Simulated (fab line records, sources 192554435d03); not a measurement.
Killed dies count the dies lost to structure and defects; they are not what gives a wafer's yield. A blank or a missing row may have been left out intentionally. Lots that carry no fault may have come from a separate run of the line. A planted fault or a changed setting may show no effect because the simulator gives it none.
Chamber matching	flow n5_finfet	N5_STI_FIN_REVEAL_ETCH_34 on rie_si-03: 4 sister chambers
The step etches Si in H2, material Si, target depth 0.97 nm. 4 wafers are shown with their chamber, then 7 later ones without.

== EACH WAFER AND ITS CHAMBER ==
wafer	chamber	throttle_valve_pct (%)
L080.6	0	26.2
L082.4	3	26.6
L083.1	1	24.1
L083.2	2	25.8

== WAFERS WITHOUT THEIR CHAMBER ==
wafer	throttle_valve_pct (%)
L083.3	26.1
L093.3	24.1
L093.4	26.2
L093.6	24.1
L094.3	24.1
L094.4	26.2
L094.5	25.8

== EACH ONE'S CHAMBER ==
wafer	from the rows above	in truth
L083.3	0	0
L093.3	1	1
L093.4	0	0
L093.6	1	1
L094.3	1	1
L094.4	0	0
L094.5	2	2
Correctly placed: 7 of 7. Left unplaced by these rows: 0. Wrongly placed: 0.
How it was worked out, from the rows above alone: a wafer's distance from a chamber is the root of the sum, over the readings, of the square of ((its reading less the chamber's mean) divided by the reading's scatter). If the next closest chamber is less than 2 further off than the closest, the wafer can't be placed; otherwise it belongs to the closest. A chamber's mean is the mean of its shown wafers. The scatter (one wafer shown for each chamber): square how far every hidden wafer sits from the nearest shown wafer, average those squares and take the square root.
